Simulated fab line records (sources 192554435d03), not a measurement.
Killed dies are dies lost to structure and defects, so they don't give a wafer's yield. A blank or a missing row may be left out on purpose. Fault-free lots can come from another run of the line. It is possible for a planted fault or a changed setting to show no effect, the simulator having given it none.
Matching of chambers    flow n5_finfet    4 sister chambers for N5_BEOL_M3_ALD_84 on ald_metal-02
The step deposits TaN, pulse time 2 s, purge time 3 s, co reactant purge time 2 s. 8 wafers are shown with their chamber, then 7 later ones without.

## WAFERS WITH THEIR CHAMBER
wafer   chamber  heater_power_w (W)
L076.6  1        413
L080.1  2        513
L080.4  0        493
L084.1  2        522
L084.3  3        536
L084.4  1        407
L090.1  0        495
L090.2  3        553

## WAFERS MISSING THEIR CHAMBER
wafer   heater_power_w (W)
L090.4  405
L091.1  531
L091.2  563
L091.4  417
L097.2  503
L097.5  557
L097.6  487

## WHICH CHAMBER EACH WENT THROUGH
wafer   from the rows above      in truth
L090.4  1                        1
L091.1  can't be placed: 2 or 3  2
L091.2  3                        3
L091.4  1                        1
L097.2  can't be placed: 0 or 2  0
L097.5  3                        3
L097.6  0                        0
Correctly placed: 5 of 7. From these rows, 2 cannot be placed; in 2 the true chamber is one of the candidates. Wrongly placed: 0.
How it was worked out, from the rows above alone: a wafer's distance from a chamber is the root of the sum, over the readings, of the square of ((its reading less the chamber's mean) divided by the reading's scatter). The wafer belongs to the nearest chamber; if the next one is less than 2 further off, it can't be placed. Each chamber's mean is taken over the wafers shown for it. The scatter: take each reading less its chamber's mean, square it, sum over the shown wafers, divide by the number of wafers less the number of chambers, and take the root.
